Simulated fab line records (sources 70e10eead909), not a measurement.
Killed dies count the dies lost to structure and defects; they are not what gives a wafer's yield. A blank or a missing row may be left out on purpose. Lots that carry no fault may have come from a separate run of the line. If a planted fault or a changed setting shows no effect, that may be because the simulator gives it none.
Matching of chambers || flow nand_harc || 4 sister chambers for NHARC_A_STAIRCASE_TRIM_220 on rie_diel-10
The step chemistry O2, time 211.2 s. 16 wafers are shown with their chamber, then 8 later ones without.

== EACH WAFER AND ITS CHAMBER ==
{"wafer": "L077.3", "chamber": 2, "showerhead_plenum_p_Torr (Torr)": 3.79, "oes_product_au (a.u.)": 0.997, "rf_vpp_V (V)": 56.5}
{"wafer": "L077.4", "chamber": 3, "showerhead_plenum_p_Torr (Torr)": 3.79, "oes_product_au (a.u.)": 1.006, "rf_vpp_V (V)": 58.4}
{"wafer": "L077.6", "chamber": 1, "showerhead_plenum_p_Torr (Torr)": 3.58, "oes_product_au (a.u.)": 0.998, "rf_vpp_V (V)": 58.0}
{"wafer": "L078.2", "chamber": 2, "showerhead_plenum_p_Torr (Torr)": 3.79, "oes_product_au (a.u.)": 0.999, "rf_vpp_V (V)": 57.5}
{"wafer": "L078.4", "chamber": 1, "showerhead_plenum_p_Torr (Torr)": 3.58, "oes_product_au (a.u.)": 0.997, "rf_vpp_V (V)": 57.7}
{"wafer": "L078.5", "chamber": 3, "showerhead_plenum_p_Torr (Torr)": 3.79, "oes_product_au (a.u.)": 1.000, "rf_vpp_V (V)": 58.3}
{"wafer": "L081.1", "chamber": 1, "showerhead_plenum_p_Torr (Torr)": 3.57, "oes_product_au (a.u.)": 0.988, "rf_vpp_V (V)": 57.4}
{"wafer": "L081.3", "chamber": 0, "showerhead_plenum_p_Torr (Torr)": 3.49, "oes_product_au (a.u.)": 0.970, "rf_vpp_V (V)": 58.5}
{"wafer": "L081.5", "chamber": 3, "showerhead_plenum_p_Torr (Torr)": 3.78, "oes_product_au (a.u.)": 0.990, "rf_vpp_V (V)": 57.3}
{"wafer": "L082.1", "chamber": 1, "showerhead_plenum_p_Torr (Torr)": 3.57, "oes_product_au (a.u.)": 0.986, "rf_vpp_V (V)": 57.5}
{"wafer": "L082.3", "chamber": 2, "showerhead_plenum_p_Torr (Torr)": 3.78, "oes_product_au (a.u.)": 0.988, "rf_vpp_V (V)": 58.5}
{"wafer": "L082.5", "chamber": 0, "showerhead_plenum_p_Torr (Torr)": 3.49, "oes_product_au (a.u.)": 0.974, "rf_vpp_V (V)": 57.3}
{"wafer": "L083.1", "chamber": 2, "showerhead_plenum_p_Torr (Torr)": 3.78, "oes_product_au (a.u.)": 1.001, "rf_vpp_V (V)": 59.5}
{"wafer": "L083.3", "chamber": 3, "showerhead_plenum_p_Torr (Torr)": 3.78, "oes_product_au (a.u.)": 0.987, "rf_vpp_V (V)": 57.7}
{"wafer": "L083.6", "chamber": 3, "showerhead_plenum_p_Torr (Torr)": 3.78, "oes_product_au (a.u.)": 0.981, "rf_vpp_V (V)": 57.4}
{"wafer": "L086.1", "chamber": 3, "showerhead_plenum_p_Torr (Torr)": 3.77, "oes_product_au (a.u.)": 0.988, "rf_vpp_V (V)": 57.9}

SIGNATURES, as means of the wafers listed above
{"reading": "showerhead_plenum_p_Torr", "chamber 0": 3.4900, "chamber 1": 3.5750, "chamber 2": 3.7850, "chamber 3": 3.7817, "scatter within a chamber": 0.00635}
{"reading": "oes_product_au", "chamber 0": 0.97200, "chamber 1": 0.99225, "chamber 2": 0.99625, "chamber 3": 0.99200, "scatter within a chamber": 0.00733}
{"reading": "rf_vpp_V", "chamber 0": 57.900, "chamber 1": 57.650, "chamber 2": 58.000, "chamber 3": 57.833, "scatter within a chamber": 0.762}
Rule: a wafer's distance from a chamber is the root of the sum, over the readings, of the square of ((its reading less the chamber's mean) divided by the reading's scatter). The wafer belongs to the nearest chamber; if the next one is less than 2 further off, it can't be placed. How the scatter is found: for the shown wafers, subtract from each reading the mean of its chamber, square and add these, divide the total by (wafers less chambers), then take the root.

== WAFERS MISSING THEIR CHAMBER ==
{"wafer": "L086.3", "showerhead_plenum_p_Torr (Torr)": 3.56, "oes_product_au (a.u.)": 0.999, "rf_vpp_V (V)": 57.4}
{"wafer": "L086.6", "showerhead_plenum_p_Torr (Torr)": 3.77, "oes_product_au (a.u.)": 0.980, "rf_vpp_V (V)": 57.2}
{"wafer": "L092.1", "showerhead_plenum_p_Torr (Torr)": 3.77, "oes_product_au (a.u.)": 0.993, "rf_vpp_V (V)": 57.9}
{"wafer": "L092.3", "showerhead_plenum_p_Torr (Torr)": 3.48, "oes_product_au (a.u.)": 0.989, "rf_vpp_V (V)": 57.3}
{"wafer": "L092.4", "showerhead_plenum_p_Torr (Torr)": 3.77, "oes_product_au (a.u.)": 0.992, "rf_vpp_V (V)": 59.2}
{"wafer": "L096.2", "showerhead_plenum_p_Torr (Torr)": 3.76, "oes_product_au (a.u.)": 0.990, "rf_vpp_V (V)": 58.8}
{"wafer": "L096.5", "showerhead_plenum_p_Torr (Torr)": 3.77, "oes_product_au (a.u.)": 1.007, "rf_vpp_V (V)": 58.6}
{"wafer": "L096.6", "showerhead_plenum_p_Torr (Torr)": 3.76, "oes_product_au (a.u.)": 0.984, "rf_vpp_V (V)": 59.5}

== WHICH CHAMBER EACH ONE RAN IN ==
{"wafer": "L086.3", "from the rows above": 1, "in truth": 1}
{"wafer": "L086.6", "from the rows above": "can't be placed: 3 or 2", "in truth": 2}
{"wafer": "L092.1", "from the rows above": "can't be placed: 3 or 2", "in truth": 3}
{"wafer": "L092.3", "from the rows above": 0, "in truth": 0}
{"wafer": "L092.4", "from the rows above": "can't be placed: 3 or 2", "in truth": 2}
{"wafer": "L096.2", "from the rows above": "can't be placed: 3 or 2", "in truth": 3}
{"wafer": "L096.5", "from the rows above": "can't be placed: 2 or 3", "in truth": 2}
{"wafer": "L096.6", "from the rows above": "can't be placed: 3 or 2", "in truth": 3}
Correct placement for 2 of the 8. Can't be placed from these rows: 6 (the true chamber is among the candidates in 6). Number placed wrongly: 0.
